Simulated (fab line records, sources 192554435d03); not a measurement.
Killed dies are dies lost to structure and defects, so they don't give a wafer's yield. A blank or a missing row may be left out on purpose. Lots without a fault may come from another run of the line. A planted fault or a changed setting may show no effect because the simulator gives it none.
fab line records | flow n5_finfet
record lots=7 wafers=21 last_day=16
route steps=1938 shown BEOL_M13@1696
lots that met no fault: from a run of the same line without faults
start_h: hours from the record's first day to the start of the lot's first wafer shown | wait_h: hours since the lot's step before | " the same as in the row above | L1.1+2: a row that stands for several wafers | - no value, or no start given | * or withheld: withheld | < > ~ a bound
route shown NAME@n: a module of which the file shows steps, and the number in the route of the first | usual: mean/standard deviation of fault-free wafers | same: alike in all rows | chamber/n: place in a boat | sites: the reading at each site | _std_site: their standard deviation | _edge_site: outer sites' mean less inner sites' | radius_mm: how far each site lies from the wafer's centre | mask NAME#n: copy n | behind: the tool/chamber that last shaped the wafer | hold: why the lot was held/for how many hours/how that ended | device: the transistor (n, p or np) that didn't switch | end of line: the same wafers' tests at the end of the route | a step without rows: its recipe alone | killed: dies lost to structure and defects at the first sort, not the wafer's yield | map: a wafer's dies, x killed, . not, _ none there
set.NAME: the setting as run; set.NAME@STEP: as run at that earlier step | model.NAME: the simulator's own value behind a step, which no gauge read
lots at some steps of the route; a table a step, a row a wafer
services: from which hour (start_h, from the record's first day; less than 0 if before it) a tool's chamber was out of use, for how many hours, and why
## steps
# step N5_BEOL_M13_TRENCH_ETCH_34
# recipe chemistry=C4F8/O2/Ar target=SiOC target_depth_a=4134.7 mask_material=SOC pressure_mtorr=30 source_w=3000 bias_w=700 Ar_flow_sccm=400 C4F8_flow_sccm=15 O2_flow_sccm=8 he_inner_torr=15 he_outer_torr=30 time_s=162.6 ion_energy_ev=250
# usual drypump_motor_current_A=5.7/0.46 he_outer_torr=29.99/0.067 oes_product_au=0.78/0.082 rf_vpp_V=663.6/2.4 showerhead_plenum_p_Torr=3.34/0.077 throttle_valve_pct=24.28/0.22
# columns lot.wafer tool chamber start_h wait_h drypump_motor_current_A he_outer_torr oes_product_au rf_hours_counter_h rf_vpp_V showerhead_plenum_p_Torr throttle_valve_pct
L188.1 rie_diel-06 0 255.92 0.0 6.2 29.99 0.84 74 663.7 3.34 24.04
L188.2 " 1 " " 5.3 29.89 0.70 229 661.2 3.27 24.20
L188.6 " 3 " " 5.0 29.93 0.73 - 660.1 3.26 24.30
L193.3 rie_diel-06 2 296.04 0.0 5.8 30.05 0.72 205 664.3 3.38 24.44
L193.5 " 0 " " 6.2 29.93 0.83 - 664.5 3.33 24.05
L193.6 " 1 " " 5.3 29.81 0.69 - 661.1 3.27 24.21
L197.1 rie_diel-01 2 298.42 0.0 6.0 29.94 0.85 53 664.2 3.34 24.34
L197.2 " 3 " " 6.7 29.93 0.71 198 664.6 3.39 24.20
L197.4 " 0 " " 6.1 29.90 0.85 57 664.3 3.32 24.10
L204.1 rie_diel-01 2 340.24 0.0 6.1 29.90 0.83 65 663.0 3.33 24.34
L204.4 " 0 " " 6.1 29.99 0.84 70 664.2 3.32 24.11
L204.5 " 0 " " 6.1 29.99 0.83 - 662.0 3.31 24.11
L202.1 rie_diel-01 0 343.31 0.0 6.1 30.06 0.83 71 662.3 3.31 24.12
L202.2 " 2 " " 6.1 29.97 0.84 66 662.7 3.33 24.34
L202.4 " 3 " " 6.7 30.11 0.69 210 663.6 3.38 24.21
L205.1 rie_diel-06 2 351.84 0.0 5.8 30.04 0.71 225 666.5 3.37 24.46
L205.5 " 2 " " 5.8 30.16 0.70 - 664.4 3.37 24.47
L205.6 " 0 " " 6.2 30.11 0.80 - 663.1 3.32 24.07
L206.3 rie_diel-03 1 360.43 0.0 5.6 30.07 0.89 29 663.7 3.33 24.41
L206.5 " 1 " " 5.6 30.07 0.88 - 663.2 3.33 24.39
L206.6 " 0 " " 6.0 30.08 0.83 - 667.9 3.42 24.16
# step N5_BEOL_M13_STRIP_70
# recipe chemistry=C4F8/O2/Ar resist=SiARC rf_frequency_hz=6e+07
# step N5_BEOL_M13_OCD_MEAS_35
# usual trench_depth_nm=412/6.1
# columns lot.wafer tool chamber start_h wait_h trench_depth_nm
L188.1 ocd-02 - 256.09 0.0 408
L188.2 " - " " 402
L188.6 " - " " 417
L193.3 ocd-02 - 296.22 0.0 420
L193.5 " - " " 413
L193.6 " - " " 404
L197.1 ocd-01 - 298.59 0.0 418
L197.2 " - " " 410
L197.4 " - " " 415
L204.1 ocd-02 - 340.42 0.0 412
L204.4 " - " " 422
L204.5 " - " " 418
L202.1 ocd-02 - 343.48 0.0 419
L202.2 " - " " 416
L202.4 " - " " 406
L205.1 ocd-01 - 352.02 0.0 417
L205.5 " - " " 419
L205.6 " - " " 408
L206.3 ocd-02 - 360.60 0.0 413
L206.5 " - " " 407
L206.6 " - " " 420
# step N5_BEOL_M13_STRIP_37
# recipe chemistry=N2/H2 power_w=1000 temp_c=250 h2_frac=0.65 overash_fraction=0.3 pressure_mtorr=withheld n2_flow_sccm=1750 h2_flow_sccm=3250
# step N5_BEOL_M13_ETCH_38
# recipe chemistry=CF4/N2 target=SiCN target_depth_a=675 taper_deg=2 time_s=71.9 ion_energy_ev=150 mask_material=SiO2 pressure_mtorr=40 source_w=430 bias_w=70 Ar_flow_sccm=100 cf4_flow_sccm=60 n2_flow_sccm=60
# usual drypump_motor_current_A=5.8/0.46 oes_product_au=0.80/0.086 rf_vpp_V=381.3/1.5 showerhead_plenum_p_Torr=2.17/0.051 throttle_valve_pct=15.52/0.21
# columns lot.wafer tool chamber start_h wait_h drypump_motor_current_A oes_product_au rf_hours_counter_h rf_vpp_V showerhead_plenum_p_Torr throttle_valve_pct
L188.1 rie_diel-01 0 257.84 - 6.1 0.88 42 381.0 2.15 15.35
L188.2 " 1 " " 5.9 0.84 90 380.8 2.13 15.23
L188.6 " 1 " " 5.9 0.85 - 380.1 2.13 15.21
L193.3 rie_diel-01 2 296.66 - 6.1 0.87 53 380.7 2.15 15.42
L193.5 " 0 " " 6.1 0.85 - 380.3 2.15 15.38
L193.6 " 3 " " 6.6 0.73 - 381.8 2.19 15.50
L197.1 rie_diel-03 2 303.79 - 5.6 0.70 224 382.5 2.19 15.95
L197.2 " 3 " " 5.0 0.69 240 378.1 2.09 15.68
L197.4 " 1 " " 5.7 0.92 11 381.6 2.16 15.55
L204.1 rie_diel-01 1 340.66 - 5.8 0.81 120 379.4 2.12 15.31
L204.4 " 2 " " 6.0 0.85 65 380.3 2.14 15.44
L204.5 " 3 " " 6.7 0.71 - 381.8 2.19 15.52
L202.1 rie_diel-06 2 344.45 - 5.8 0.71 222 382.3 2.18 15.81
L202.2 " 3 " " 5.0 0.71 223 379.4 2.09 15.66
L202.4 " 2 " " 5.8 0.71 - 381.9 2.18 15.79
L205.1 rie_diel-03 1 352.14 - 5.7 0.89 26 380.6 2.16 15.59
L205.5 " 0 " " 6.0 0.83 - 385.4 2.21 15.41
L205.6 " 2 " " 5.6 0.68 - 380.8 2.18 15.99
L206.3 rie_diel-03 1 361.42 - 5.7 0.88 29 382.2 2.15 15.57
L206.5 " 0 " " 6.0 0.82 - 383.0 2.21 15.43
L206.6 " 1 " " 5.7 0.88 - 381.5 2.15 15.57
# step N5_BEOL_M13_PRECLEAN_39
# recipe chemistry=residue_remover time_s=60 temp_c=40
# step N5_BEOL_M13_SRD_40
# recipe time_s=30 temp_c=23 rinse_liquid=diw dry=n2_spin spin_rpm=1500 dry_time_s=30
# step N5_BEOL_M13_DEGAS_41
# recipe ambient=vacuum temp_c=250 time_s=60
# usual heater_power_w=331/23
# columns lot.wafer tool chamber start_h wait_h heater_power_w
L188.1 pvd_sputter-02 - 258.27 0.3 310
L188.2 " - " " 355
L188.6 " - " " 352
L193.3 pvd_sputter-02 - 297.23 0.4 345
L193.5 " - " " 308
L193.6 " - " " 339
L197.1 pvd_sputter-03 - 304.29 0.3 312
L197.2 " - " " 340
L197.4 " - " " 394
L204.1 pvd_sputter-02 - 340.86 0.0 350
L204.4 " - " " 314
L204.5 " - " " 358
L202.1 pvd_sputter-02 - 344.65 0.0 339
L202.2 " - " " 313
L202.4 " - " " 300
L205.1 pvd_sputter-03 - 352.33 0.0 329
L205.5 " - " " 306
L205.6 " - " " 319
L206.3 pvd_sputter-01 - 361.82 0.2 338
L206.5 " - " " 338
L206.6 " - " " 306
# step N5_BEOL_M13_PRE_CLEAN_42
# recipe gas=H2/He time_s=30 temp_c=250
# step N5_BEOL_M13_SPUTTER_43
# recipe material=TaN target_thk_a=150 temp_c=50 bias_v=168.6 power_w=15000 chamber_pressure_pa=0.12 time_s=24.19
# usual throttle_valve_pct=29.6/1.1
# columns lot.wafer tool chamber start_h wait_h throttle_valve_pct
L188.1 pvd_sputter-02 - 258.35 0.0 30.0
L188.2 " - " " 29.1
L188.6 " - " " 29.4
L193.3 pvd_sputter-02 - 297.31 0.0 29.5
L193.5 " - " " 31.0
L193.6 " - " " 30.1
L197.1 pvd_sputter-03 - 304.37 0.0 28.5
L197.2 " - " " 28.5
L197.4 " - " " 31.0
L204.1 pvd_sputter-02 - 340.94 0.0 29.3
L204.4 " - " " 30.2
L204.5 " - " " 28.9
L202.1 pvd_sputter-02 - 344.73 0.0 30.2
L202.2 " - " " 30.3
L202.4 " - " " 31.3
L205.1 pvd_sputter-03 - 352.41 0.0 28.6
L205.5 " - " " 28.6
L205.6 " - " " 28.6
L206.3 pvd_sputter-01 - 361.90 0.0 27.6
L206.5 " - " " 27.7
L206.6 " - " " 28.1
# step N5_BEOL_M13_SPUTTER_44
# recipe material=Ta target_thk_a=100 temp_c=50 bias_v=80 power_w=15000 chamber_pressure_pa=0.07 time_s=16.13
# usual throttle_valve_pct=29.6/1.1
# columns lot.wafer tool chamber start_h wait_h throttle_valve_pct
L188.1 pvd_sputter-02 - 258.43 0.0 30.1
L188.2 " - " " 29.2
L188.6 " - " " 29.3
L193.3 pvd_sputter-02 - 297.39 0.0 29.2
L193.5 " - " " 31.1
L193.6 " - " " 30.3
L197.1 pvd_sputter-03 - 304.45 0.0 28.7
L197.2 " - " " 28.6
L197.4 " - " " 31.0
L204.1 pvd_sputter-02 - 341.02 0.0 29.3
L204.4 " - " " 30.1
L204.5 " - " " 29.1
L202.1 pvd_sputter-02 - 344.81 0.0 30.3
L202.2 " - " " 30.1
L202.4 " - " " 31.4
L205.1 pvd_sputter-03 - 352.49 0.0 28.5
L205.5 " - " " 28.5
L205.6 " - " " 28.8
L206.3 pvd_sputter-01 - 361.98 0.0 27.7
L206.5 " - " " 27.8
L206.6 " - " " 27.7
# step N5_BEOL_M13_SPUTTER_45
# recipe material=Cu target_thk_a=800 temp_c=-20 bias_v=60 power_w=26000 chamber_pressure_pa=0.13 time_s=13.33
# step N5_BEOL_M13_ECD_47
# recipe material=Cu target_thk_a=9360
# columns lot.wafer tool chamber start_h wait_h model.Cu_of_BEOL_M13_ECD_47.thk_nm
L188.1 ecd_cu-02 1 258.67 0.1 922.6
L188.2 " 0 " " 948.2
L188.6 " 0 " " 914.6
L193.3 ecd_cu-01 1 297.63 0.1 923.6
L193.5 " 1 " " 926.6
L193.6 " 0 " " 934.6
L197.1 ecd_cu-02 0 304.82 0.2 927
L197.2 " 1 " " 948.6
L197.4 " 1 " " 936.6
L204.1 ecd_cu-01 0 341.22 0.1 1274
L204.4 " 0 " " 1295
L204.5 " 1 " " 936.6
L202.1 ecd_cu-01 1 345.01 0.1 1290
L202.2 " 0 " " 937
L202.4 " 0 " " 1285
L205.1 ecd_cu-02 1 352.69 0.1 946.6
L205.5 " 1 " " 932.8
L205.6 " 0 " " 924.6
L206.3 ecd_cu-01 0 362.23 0.1 1298
L206.5 " 0 " " 951.6
L206.6 " 1 " " 949.2
# step N5_BEOL_M13_ANNEAL_48
# recipe temp_c=225 time_s=90 ambient=N2
## services
# columns tool chamber start_h hours kind
rie_diel-03 1 238.81 - clean
rie_diel-03 1 238.81 - consumable_replace:focus_ring
rie_diel-03 1 238.81 25.4 scheduled_down
rie_diel-03 1 238.81 25.4 vent_cycle
rie_diel-03 - 252.59 14.6 pm
ecd_cu-01 - 252.78 7.3 pm
rie_diel-03 2 270.09 9.5 repair
rie_diel-06 - 278.78 15.6 pm
ecd_cu-01 - 304.44 2.8 repair
rie_diel-03 3 335.42 - clean
rie_diel-03 3 335.42 - consumable_replace:focus_ring
rie_diel-03 3 335.42 - consumable_replace:showerhead
rie_diel-03 3 335.42 25.7 scheduled_down
rie_diel-03 3 335.42 25.7 vent_cycle
rie_diel-06 1 335.87 - clean
rie_diel-06 1 335.87 - consumable_replace:focus_ring
rie_diel-06 1 335.87 - consumable_replace:showerhead
rie_diel-06 1 335.87 25.9 scheduled_down
rie_diel-06 1 335.87 25.9 vent_cycle
pvd_sputter-03 - 341.47 6.6 repair
ecd_cu-02 - 360.66 5.8 repair
## key
first_sign none at tools or gauges
model_effect step=N5_BEOL_M13_ECD_47 value=Cu_of_BEOL_M13_ECD_47.thk_nm without=932.1 struck=1289
met_at N5_BEOL_M13_ECD_47
struck_wafers L202.1,L202.4,L204.1,L204.4,L206.3
onset_between 297.63 341.22
fault kind=process_parameter_drift tool=ecd_cu-01 chamber=- onset_h=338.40 steps=N5_BEOL_M13_ECD_47 channel=target_thk_a offset=* shape=step end_h=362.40 scope=struck_wafers_only acts_in=* stated=*
